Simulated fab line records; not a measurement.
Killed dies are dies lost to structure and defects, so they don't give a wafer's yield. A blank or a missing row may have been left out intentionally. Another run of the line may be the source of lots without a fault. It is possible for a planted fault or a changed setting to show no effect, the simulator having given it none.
Chamber matching || flow n5 finfet || N5_BEOL_M7_ETCH_61 on rie diel-02: 3 sister chambers
The step etches SiARC in CF4, target depth 45.5 nm, time 75.8 s. 16 wafers are shown with their chamber, then 6 later ones without.

== WAFERS PAIRED WITH THEIR CHAMBERS ==
{"wafer": "L077.1", "chamber": 3, "drypump motor current A (A)": 6.6, "throttle valve pct (%)": 15.24, "showerhead plenum p Torr (Torr)": 2.18}
{"wafer": "L077.4", "chamber": 0, "drypump motor current A (A)": 5.1, "throttle valve pct (%)": 15.75, "showerhead plenum p Torr (Torr)": 2.28}
{"wafer": "L077.6", "chamber": 1, "drypump motor current A (A)": 5.5, "throttle valve pct (%)": 15.66, "showerhead plenum p Torr (Torr)": 2.22}
{"wafer": "L075.3", "chamber": 3, "drypump motor current A (A)": 6.6, "throttle valve pct (%)": 15.25, "showerhead plenum p Torr (Torr)": 2.18}
{"wafer": "L075.5", "chamber": 0, "drypump motor current A (A)": 5.1, "throttle valve pct (%)": 15.77, "showerhead plenum p Torr (Torr)": 2.28}
{"wafer": "L075.6", "chamber": 1, "drypump motor current A (A)": 5.5, "throttle valve pct (%)": 15.66, "showerhead plenum p Torr (Torr)": 2.21}
{"wafer": "L076.1", "chamber": 3, "drypump motor current A (A)": 6.6, "throttle valve pct (%)": 15.26, "showerhead plenum p Torr (Torr)": 2.18}
{"wafer": "L076.4", "chamber": 1, "drypump motor current A (A)": 5.5, "throttle valve pct (%)": 15.67, "showerhead plenum p Torr (Torr)": 2.21}
{"wafer": "L076.5", "chamber": 0, "drypump motor current A (A)": 5.1, "throttle valve pct (%)": 15.77, "showerhead plenum p Torr (Torr)": 2.27}
{"wafer": "L079.1", "chamber": 0, "drypump motor current A (A)": 5.1, "throttle valve pct (%)": 15.80, "showerhead plenum p Torr (Torr)": 2.27}
{"wafer": "L079.2", "chamber": 1, "drypump motor current A (A)": 5.5, "throttle valve pct (%)": 15.69, "showerhead plenum p Torr (Torr)": 2.21}
{"wafer": "L079.3", "chamber": 3, "drypump motor current A (A)": 6.5, "throttle valve pct (%)": 15.26, "showerhead plenum p Torr (Torr)": 2.18}
{"wafer": "L079.4", "chamber": 1, "drypump motor current A (A)": 5.5, "throttle valve pct (%)": 15.70, "showerhead plenum p Torr (Torr)": 2.21}
{"wafer": "L079.5", "chamber": 0, "drypump motor current A (A)": 5.1, "throttle valve pct (%)": 15.77, "showerhead plenum p Torr (Torr)": 2.27}
{"wafer": "L079.6", "chamber": 3, "drypump motor current A (A)": 6.6, "throttle valve pct (%)": 15.26, "showerhead plenum p Torr (Torr)": 2.18}
{"wafer": "L091.1", "chamber": 3, "drypump motor current A (A)": 6.6, "throttle valve pct (%)": 15.32, "showerhead plenum p Torr (Torr)": 2.17}

SIGNATURES, as means of the wafers listed above
{"reading": "drypump motor current A", "chamber 0": 5.100, "chamber 1": 5.500, "chamber 3": 6.583, "scatter within a chamber": 0.0253}
{"reading": "throttle valve pct", "chamber 0": 15.7720, "chamber 1": 15.6760, "chamber 3": 15.2650, "scatter within a chamber": 0.0224}
{"reading": "showerhead plenum p Torr", "chamber 0": 2.2740, "chamber 1": 2.2120, "chamber 3": 2.1783, "scatter within a chamber": 0.00467}
Rule: for each reading, subtract the chamber's mean from the wafer's reading, divide by that reading's scatter and square the result; add these up over the readings and take the root, which gives the wafer's distance from the chamber. If the next closest chamber is less than 2 further off than the closest, the wafer can't be placed; otherwise it belongs to the closest. The scatter: take each reading less its chamber's mean, square it, sum over the shown wafers, divide by the number of wafers less the number of chambers, and take the root.

== WAFERS WITHOUT THEIR CHAMBER ==
{"wafer": "L091.5", "drypump motor current A (A)": 6.6, "throttle valve pct (%)": 15.31, "showerhead plenum p Torr (Torr)": 2.17}
{"wafer": "L092.1", "drypump motor current A (A)": 5.1, "throttle valve pct (%)": 15.82, "showerhead plenum p Torr (Torr)": 2.26}
{"wafer": "L092.5", "drypump motor current A (A)": 5.1, "throttle valve pct (%)": 15.84, "showerhead plenum p Torr (Torr)": 2.26}
{"wafer": "L094.2", "drypump motor current A (A)": 5.1, "throttle valve pct (%)": 15.82, "showerhead plenum p Torr (Torr)": 2.26}
{"wafer": "L094.3", "drypump motor current A (A)": 6.6, "throttle valve pct (%)": 15.32, "showerhead plenum p Torr (Torr)": 2.17}
{"wafer": "L094.5", "drypump motor current A (A)": 6.5, "throttle valve pct (%)": 15.32, "showerhead plenum p Torr (Torr)": 2.17}

== CHAMBER TAKEN BY EACH ==
{"wafer": "L091.5", "from the rows above": 3, "in truth": 3}
{"wafer": "L092.1", "from the rows above": 0, "in truth": 0}
{"wafer": "L092.5", "from the rows above": 0, "in truth": 0}
{"wafer": "L094.2", "from the rows above": 0, "in truth": 0}
{"wafer": "L094.3", "from the rows above": 3, "in truth": 3}
{"wafer": "L094.5", "from the rows above": 3, "in truth": 3}
Correct placement for 6 of the 6. Can't be placed from these rows: 0. 0 placed wrongly.
